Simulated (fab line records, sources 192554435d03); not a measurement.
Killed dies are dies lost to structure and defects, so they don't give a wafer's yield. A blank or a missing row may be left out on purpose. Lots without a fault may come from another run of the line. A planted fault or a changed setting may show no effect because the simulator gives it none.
Chamber matching | flow n5_finfet | N5_BEOL_M7_STRIP_67 on rie_diel-02: 4 sister chambers
The step strips in CF4. 14 wafers are shown with their chamber, then 7 later ones without.

WAFERS WITH THEIR CHAMBER
wafer  | chamber | showerhead_plenum_p_Torr (Torr) | drypump_motor_current_A (A) | throttle_valve_pct (%)
L082.1 | 1       | 1.78                            | 5.9                         | 13.58
L082.3 | 0       | 1.84                            | 5.9                         | 13.62
L082.4 | 2       | 1.81                            | 5.6                         | 13.06
L083.1 | 2       | 1.81                            | 5.6                         | 13.07
L083.2 | 0       | 1.84                            | 5.8                         | 13.62
L083.4 | 3       | 1.75                            | 5.7                         | 13.95
L087.3 | 1       | 1.77                            | 5.9                         | 13.59
L087.5 | 1       | 1.77                            | 5.9                         | 13.61
L087.6 | 0       | 1.84                            | 5.9                         | 13.62
L085.1 | 0       | 1.84                            | 5.8                         | 13.65
L085.3 | 1       | 1.77                            | 5.9                         | 13.60
L085.4 | 0       | 1.84                            | 5.8                         | 13.64
L088.1 | 0       | 1.84                            | 5.9                         | 13.64
L088.5 | 3       | 1.75                            | 5.7                         | 13.39

SIGNATURES (means of the wafers above)
reading                  | chamber 0 | chamber 1 | chamber 2 | chamber 3 | scatter within a chamber
showerhead_plenum_p_Torr | 1.8400    | 1.7725    | 1.8100    | 1.7500    | 0.00274
drypump_motor_current_A  | 5.850     | 5.900     | 5.600     | 5.700     | 0.0387
throttle_valve_pct       | 13.6317   | 13.5950   | 13.0650   | 13.6700   | 0.126
Rule: a wafer's distance from a chamber is the root of the sum, over the readings, of the square of ((its reading less the chamber's mean) divided by the reading's scatter). The wafer belongs to the nearest chamber; if the next one is less than 2 further off, it can't be placed. The scatter: the root of (the sum of the squares of (reading less its chamber's mean) over the shown wafers, divided by (wafers less chambers)).

WAFERS WITHOUT THEIR CHAMBER
wafer  | showerhead_plenum_p_Torr (Torr) | drypump_motor_current_A (A) | throttle_valve_pct (%)
L088.6 | 1.84                            | 5.9                         | 13.63
L092.1 | 1.81                            | 5.7                         | 13.10
L092.4 | 1.84                            | 5.8                         | 13.65
L092.6 | 1.84                            | 5.8                         | 13.64
L093.1 | 1.77                            | 5.9                         | 13.62
L093.3 | 1.75                            | 5.8                         | 13.39
L093.4 | 1.84                            | 5.8                         | 13.65

WHICH CHAMBER EACH WENT THROUGH
wafer  | from the rows above | in truth
L088.6 | 0                   | 0
L092.1 | 2                   | 2
L092.4 | 0                   | 0
L092.6 | 0                   | 0
L093.1 | 1                   | 1
L093.3 | 3                   | 3
L093.4 | 0                   | 0
Placed correctly: 7 of 7. Can't be placed from these rows: 0. Placed wrongly: 0.
